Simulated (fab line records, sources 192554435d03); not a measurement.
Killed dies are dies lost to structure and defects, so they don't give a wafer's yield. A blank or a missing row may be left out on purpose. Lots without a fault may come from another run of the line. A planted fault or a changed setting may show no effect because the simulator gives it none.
Split-lot experiment | flow n5_finfet | 7 lots, 21 wafers read, on a route of 1938 steps

THE SPLIT
At N5_BEOL_M1_EXPOSE_08 (exposes mask M1), the setting dose_mj was moved away from the recipe's 33 on 8 of the 21 wafers read, by -4.4% to +7.4%. The other wafers ran this setting at the recipe's value.

FROM THE SPLIT TO THE READING: what the file shows between them, 2 steps
- N5_BEOL_M1_PEB_09: peb time 60 s
- N5_BEOL_M1_DEVELOP_10: develop time 30 s

THE READING
cd_nm, in nm, at N5_BEOL_M1_CD_MEAS_11 (target cd 17.05 nm). Fault-free wafers of this fab line usually give 17.12 nm, standard deviation 0.24 nm.

wafer  | tool, chamber at the split | dose_mj as run | against the recipe | cd_nm, nm | against lot-mates on the recipe
L074.1 | euv_scanner-01, 0          | 34.85          | +5.6%              | 17.89     | no lot-mate on the recipe
L074.4 | euv_scanner-01, 0          | 34.85          | +5.6%              | 17.82     | no lot-mate on the recipe
L074.5 | euv_scanner-01, 0          | 34.85          | +5.6%              | 18.46     | no lot-mate on the recipe
L077.1 | euv_scanner-02, 0          | 33             | recipe             | 16.94     | -
L077.3 | euv_scanner-02, 0          | 33             | recipe             | 16.84     | -
L077.5 | euv_scanner-02, 0          | 33             | recipe             | 16.92     | -
L079.2 | euv_scanner-02, 0          | 33             | recipe             | 17.23     | -
L079.4 | euv_scanner-02, 0          | 33             | recipe             | 17.24     | -
L079.6 | euv_scanner-02, 0          | 33             | recipe             | 17.47     | -
L080.2 | euv_scanner-02, 0          | 33             | recipe             | 17.43     | -
L080.4 | euv_scanner-02, 0          | 32.27          | -2.2%              | 16.51     | -0.92
L080.5 | euv_scanner-02, 0          | 32.27          | -2.2%              | 16.40     | -1.03
L083.1 | euv_scanner-01, 0          | 31.55          | -4.4%              | 16.04     | -1.09
L083.4 | euv_scanner-01, 0          | 33             | recipe             | 17.15     | -
L083.6 | euv_scanner-01, 0          | 33             | recipe             | 17.12     | -
L095.2 | euv_scanner-01, 0          | 35.44          | +7.4%              | 18.51     | +1.60
L095.3 | euv_scanner-01, 0          | 33             | recipe             | 16.91     | -
L095.5 | euv_scanner-01, 0          | 35.44          | +7.4%              | 18.73     | +1.82
L094.1 | euv_scanner-01, 0          | 33             | recipe             | 17.06     | -
L094.3 | euv_scanner-01, 0          | 33             | recipe             | 17.15     | -
L094.6 | euv_scanner-01, 0          | 33             | recipe             | 17.05     | -

THE FIT
A straight line over all 21 wafers: cd_nm changes by +0.202 nm for each +1% of dose_mj; r = +0.95; the points scatter about the line by 0.22 nm.
The same after taking each lot's own level away (the mean of its wafers on the recipe; 18 wafers): +0.251 nm for each +1%; r = +0.98; scatter 0.16 nm.
On that fit, the largest move of dose_mj shifts the reading by 1.9 nm.
The lots' own levels span 16.900 to 17.430 nm, that is 2.2 times the standard deviation above.
So the lot-to-lot level changes the slope: the two fits differ.
Check: with one of the wafers moved furthest among these (+7.4%) left out of the fit, the line predicts +1.94 nm for it against its lot-mates. It came out at +1.6 nm against them.

THE WHOLE CHAIN: every reading that the file lists as answering this split, in the file's order
step                  | what it does                                                      | reading                                                               | change (the file's fit)               | r (the file's)
N5_BEOL_M1_CD_MEAS_11 | target cd 17.05 nm                                                | cd_nm                                                                 | +0.249 nm for each +1% of the setting | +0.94
N5_BEOL_M1_ETCH_74    | etches underlayer in N2/H2, target depth 6.5 nm, time 5.2 s       | BEOL_M1.cd_offset_nm (the simulator's own value, which no gauge read) | +0.2 nm for each +1% of the setting   | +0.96
N5_BEOL_M1_ETCH_63    | etches SiARC in CF4, target depth 15.6 nm, time 26 s              | BEOL_M1.cd_offset_nm (the simulator's own value, which no gauge read) | +0.194 nm for each +1% of the setting | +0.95
N5_BEOL_M1_HM_OPEN_17 | chemistry Cl2/BCl3, target TiN, target depth 20 nm, overetch 6 nm | BEOL_M1.cd_offset_nm (the simulator's own value, which no gauge read) | +0.185 nm for each +1% of the setting | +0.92

THE FILE'S OWN FIT
cd_nm changes by +0.249 nm for each +1% of dose_mj, r = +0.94.
